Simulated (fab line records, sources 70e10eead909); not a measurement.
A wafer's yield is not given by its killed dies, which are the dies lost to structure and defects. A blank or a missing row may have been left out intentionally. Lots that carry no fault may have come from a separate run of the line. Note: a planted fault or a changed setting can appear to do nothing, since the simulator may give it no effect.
Which tool is to blame? || flow nandHarc || 42 wafers from 14 lots sampled at 4 of the route's 1302 steps

== WHAT THE GAUGES READ, wafer by wafer ==
NHARC_A_ONON_D2_THK_MEAS_11: measures by ellipsometry.
{"lot": "L729", "measured": "day 13 00:26", "on": "filmMetro-01", "thkNm (nm)": "995 996 994"}
{"lot": "L731", "measured": "day 13 00:34", "on": "filmMetro-02", "thkNm (nm)": "992 990 990"}
{"lot": "L735", "measured": "day 14 17:13", "on": "filmMetro-02", "thkNm (nm)": "980 982 980"}
{"lot": "L734", "measured": "day 14 17:14", "on": "filmMetro-01", "thkNm (nm)": "999 998 998"}
{"lot": "L736", "measured": "day 15 20:30", "on": "filmMetro-02", "thkNm (nm)": "1013 1012 1013"}
{"lot": "L737", "measured": "day 16 00:50", "on": "filmMetro-01", "thkNm (nm)": "999 999 1001"}
{"lot": "L738", "measured": "day 16 05:22", "on": "filmMetro-01", "thkNm (nm)": "1003 1004 1004"}
{"lot": "L739", "measured": "day 16 19:38", "on": "filmMetro-01", "thkNm (nm)": "1016 1018 1017"}
{"lot": "L740", "measured": "day 16 19:31", "on": "filmMetro-01", "thkNm (nm)": "1022 1022 1024"}
{"lot": "L741", "measured": "day 17 05:44", "on": "filmMetro-01", "thkNm (nm)": "1014 1015 1014"}
{"lot": "L742", "measured": "day 18 06:26", "on": "filmMetro-02", "thkNm (nm)": "985 986 989"}
{"lot": "L743", "measured": "day 18 06:29", "on": "filmMetro-01", "thkNm (nm)": "1001 1000 1001"}
{"lot": "L750", "measured": "day 21 22:51", "on": "filmMetro-02", "thkNm (nm)": "1418 1417 1420 1417 1421 1421"}
{"lot": "L752", "measured": "day 22 11:36", "on": "filmMetro-01", "thkNm (nm)": "1420 1418 1420 1422 1418 1419"}

NHARC_END_SORT_01.
{"lot": "L734", "measured": "day 26 20:16", "on": "prober-01", "killedAtArray": "85 75 54", "killedAtOther": "1 1 1", "killedAtPeriphery": "6 7 5", "killedDies": "92 83 60", "killedOpen": "4 5 4", "killedShort": "8 2 1"}
{"lot": "L742", "measured": "day 29 19:11", "on": "prober-02", "killedAtArray": "20 23 22", "killedAtOther": "0 0 0", "killedAtPeriphery": "4 1 1", "killedDies": "24 24 23", "killedOpen": "6 2 7", "killedShort": "2 3 2"}
{"lot": "L750", "measured": "day 33 05:14", "on": "prober-02", "killedAtArray": "674 675 673", "killedAtOther": "0 2 2", "killedAtPeriphery": "3 0 2", "killedDies": "677 677 677", "killedOpen": "6 4 1", "killedShort": "3 5 0"}
{"lot": "L752", "measured": "day 34 13:49", "on": "prober-01", "killedAtArray": "672 665 666", "killedAtOther": "2 4 4", "killedAtPeriphery": "3 8 7", "killedDies": "677 677 677", "killedOpen": "2 8 5", "killedShort": "3 0 3"}

== WHICH TOOL RAN EACH LOT (tool, then ch and the chambers of the sampled wafers, then the start) ==
{"lot": "L729", "NHARC_A_CHANNEL_FILL_D1_STRIP_29": "rieDiel-11 ch 0,1,2, day 12 23:58 or earlier", "NHARC_A_ONON_D2_DEP_09": "pecvdOnon-03 ch 0, day 12 23:58"}
{"lot": "L731", "NHARC_A_CHANNEL_FILL_D1_STRIP_29": "rieDiel-04 ch 0,3, day 13 00:07 or earlier", "NHARC_A_ONON_D2_DEP_09": "pecvdOnon-02 ch 0, day 13 00:07"}
{"lot": "L735", "NHARC_A_CHANNEL_FILL_D1_STRIP_29": "rieDiel-11 ch 0,1,3, day 14 16:50 or earlier", "NHARC_A_ONON_D2_DEP_09": "pecvdOnon-02 ch 0, day 14 16:50"}
{"lot": "L734", "NHARC_A_CHANNEL_FILL_D1_STRIP_29": "rieDiel-04 ch 0,2,3, day 14 16:43 or earlier", "NHARC_A_ONON_D2_DEP_09": "pecvdOnon-01 ch 0, day 14 16:43"}
{"lot": "L736", "NHARC_A_CHANNEL_FILL_D1_STRIP_29": "rieDiel-11 ch 1,2,3, day 15 20:02 or earlier", "NHARC_A_ONON_D2_DEP_09": "pecvdOnon-03 ch 0, day 15 20:02"}
{"lot": "L737", "NHARC_A_CHANNEL_FILL_D1_STRIP_29": "rieDiel-04 ch 0,1,2, day 16 00:20 or earlier", "NHARC_A_ONON_D2_DEP_09": "pecvdOnon-03 ch 0, day 16 00:20"}
{"lot": "L738", "NHARC_A_CHANNEL_FILL_D1_STRIP_29": "rieDiel-03 ch 0,3, day 16 04:58 or earlier", "NHARC_A_ONON_D2_DEP_09": "pecvdOnon-01 ch 0, day 16 04:58"}
{"lot": "L739", "NHARC_A_CHANNEL_FILL_D1_STRIP_29": "rieDiel-04 ch 1,2,3, day 16 19:14 or earlier", "NHARC_A_ONON_D2_DEP_09": "pecvdOnon-01 ch 0, day 16 19:14"}
{"lot": "L740", "NHARC_A_CHANNEL_FILL_D1_STRIP_29": "rieDiel-03 ch 0,1,2, day 16 19:07 or earlier", "NHARC_A_ONON_D2_DEP_09": "pecvdOnon-03 ch 0, day 16 19:07"}
{"lot": "L741", "NHARC_A_CHANNEL_FILL_D1_STRIP_29": "rieDiel-04 ch 2,3, day 17 05:17 or earlier", "NHARC_A_ONON_D2_DEP_09": "pecvdOnon-03 ch 0, day 17 05:17"}
{"lot": "L742", "NHARC_A_CHANNEL_FILL_D1_STRIP_29": "rieDiel-04 ch 1,3, day 16 11:40", "NHARC_A_ONON_D2_DEP_09": "pecvdOnon-02 ch 0, day 18 05:58"}
{"lot": "L743", "NHARC_A_CHANNEL_FILL_D1_STRIP_29": "rieDiel-03 ch 2,3, day 18 06:02 or earlier", "NHARC_A_ONON_D2_DEP_09": "pecvdOnon-01 ch 0, day 18 06:02"}
{"lot": "L750", "NHARC_A_CHANNEL_FILL_D1_STRIP_29": "rieDiel-03 ch 0,2, day 21 22:23 or earlier", "NHARC_A_ONON_D2_DEP_09": "pecvdOnon-03 ch 0, day 21 22:23"}
{"lot": "L752", "NHARC_A_CHANNEL_FILL_D1_STRIP_29": "rieDiel-11 ch 0,1,2, day 22 11:09 or earlier", "NHARC_A_ONON_D2_DEP_09": "pecvdOnon-03 ch 0, day 22 11:09"}
- NHARC_A_CHANNEL_FILL_D1_STRIP_29: strips in O2, time 20 s.
- NHARC_A_ONON_D2_DEP_09: target thk 1000 nm.

== AS READ BY THE TOOLS THEMSELVES (means over the sampled wafers that have a number; for cases with no such wafer, the mark the record gives instead) ==
NHARC_A_CHANNEL_FILL_D1_STRIP_29.
{"lot": "L729", "tool": "rieDiel-11", "drypumpMotorCurrentA (A)": 5.6, "oesProductAu (a.u.)": 1.000, "rfVppV (V)": 58.0, "showerheadPlenumPTorr (Torr)": 3.53, "throttleValvePct (%)": 17.040}
{"lot": "L731", "tool": "rieDiel-04", "drypumpMotorCurrentA (A)": 5.6, "oesProductAu (a.u.)": 0.993, "rfVppV (V)": 58.1, "showerheadPlenumPTorr (Torr)": 3.47, "throttleValvePct (%)": 17.034}
{"lot": "L735", "tool": "rieDiel-11", "drypumpMotorCurrentA (A)": 5.5, "oesProductAu (a.u.)": 1.009, "rfVppV (V)": 58.0, "showerheadPlenumPTorr (Torr)": 3.56, "throttleValvePct (%)": 17.035}
{"lot": "L734", "tool": "rieDiel-04", "drypumpMotorCurrentA (A)": 5.6, "oesProductAu (a.u.)": 0.991, "rfVppV (V)": 58.0, "showerheadPlenumPTorr (Torr)": 3.55, "throttleValvePct (%)": 17.033}
{"lot": "L736", "tool": "rieDiel-11", "drypumpMotorCurrentA (A)": 5.6, "oesProductAu (a.u.)": 1.003, "rfVppV (V)": 57.6, "showerheadPlenumPTorr (Torr)": 3.53, "throttleValvePct (%)": 17.030}
{"lot": "L737", "tool": "rieDiel-04", "drypumpMotorCurrentA (A)": 5.9, "oesProductAu (a.u.)": 1.001, "rfVppV (V)": 58.6, "showerheadPlenumPTorr (Torr)": 3.49, "throttleValvePct (%)": 17.047}
{"lot": "L738", "tool": "rieDiel-03", "drypumpMotorCurrentA (A)": 5.3, "oesProductAu (a.u.)": 0.997, "rfVppV (V)": 57.7, "showerheadPlenumPTorr (Torr)": 3.49, "throttleValvePct (%)": 17.040}
{"lot": "L739", "tool": "rieDiel-04", "drypumpMotorCurrentA (A)": 5.7, "oesProductAu (a.u.)": 1.004, "rfVppV (V)": 57.7, "showerheadPlenumPTorr (Torr)": 3.59, "throttleValvePct (%)": 17.037}
{"lot": "L740", "tool": "rieDiel-03", "drypumpMotorCurrentA (A)": 5.7, "oesProductAu (a.u.)": 0.996, "rfVppV (V)": 57.1, "showerheadPlenumPTorr (Torr)": 3.35, "throttleValvePct (%)": 17.033}
{"lot": "L741", "tool": "rieDiel-04", "drypumpMotorCurrentA (A)": 5.4, "oesProductAu (a.u.)": 0.990, "rfVppV (V)": 59.0, "showerheadPlenumPTorr (Torr)": 3.65, "throttleValvePct (%)": 17.040}
{"lot": "L742", "tool": "rieDiel-04", "drypumpMotorCurrentA (A)": 5.9, "oesProductAu (a.u.)": 1.000, "rfVppV (V)": 59.0, "showerheadPlenumPTorr (Torr)": 3.54, "throttleValvePct (%)": 17.032}
{"lot": "L743", "tool": "rieDiel-03", "drypumpMotorCurrentA (A)": 6.0, "oesProductAu (a.u.)": 0.991, "rfVppV (V)": 57.4, "showerheadPlenumPTorr (Torr)": 3.47, "throttleValvePct (%)": 17.031}
{"lot": "L750", "tool": "rieDiel-03", "drypumpMotorCurrentA (A)": 5.6, "oesProductAu (a.u.)": 1.002, "rfVppV (V)": 57.3, "showerheadPlenumPTorr (Torr)": 3.36, "throttleValvePct (%)": 17.030}
{"lot": "L752", "tool": "rieDiel-11", "drypumpMotorCurrentA (A)": 5.7, "oesProductAu (a.u.)": 1.000, "rfVppV (V)": 56.9, "showerheadPlenumPTorr (Torr)": 3.53, "throttleValvePct (%)": 17.030}

== THE ANSWER, worked out from the rows above alone ==
Rule: usual is defined by the lots themselves. Put in order of their means at a reading, lots are off if they are a third of the lots or fewer, leave a main group of 4 or more, and stand apart from it by a gap of 3 or more times the standard deviation of the main group's means; of several such gaps the widest counts. Not used: any main group whose means are identical at the precision the tables above print for the reading. A lot without any number at a reading at which 4 lots or more have one is off too. Where the step has rows for the other lots, those lots are counted as sound. The gauges are gone through in route order, then the tools' own readings, and for those a lot's mean is taken as printed above. At the first step where some lot is off, the reading lying furthest off is the one used; lots without a number count as furthest.
Off at NHARC_A_ONON_D2_THK_MEAS_11 (thkNm): L750, L752. For the main group the mean is 1002 nm and the standard deviation 12.
A tool fits if, at a process step before that reading, it ran every lot that is off, and no sound lot after the first of them. Gauges at NHARC_A_ONON_D2_THK_MEAS_11: tried the same way as those tools. With no start given for some of its lots, NHARC_A_CHANNEL_FILL_D1_STRIP_29 uses the hours and lot order of NHARC_A_ONON_D2_DEP_09. One candidate fits, namely pecvdOnon-03 at NHARC_A_ONON_D2_DEP_09. Its last sound lot is L741 (day 17 05:17), its first lot that is off L750 (day 21 22:23): a fault that began between those two fits.

== WHAT THE SIMULATOR PUT IN ==
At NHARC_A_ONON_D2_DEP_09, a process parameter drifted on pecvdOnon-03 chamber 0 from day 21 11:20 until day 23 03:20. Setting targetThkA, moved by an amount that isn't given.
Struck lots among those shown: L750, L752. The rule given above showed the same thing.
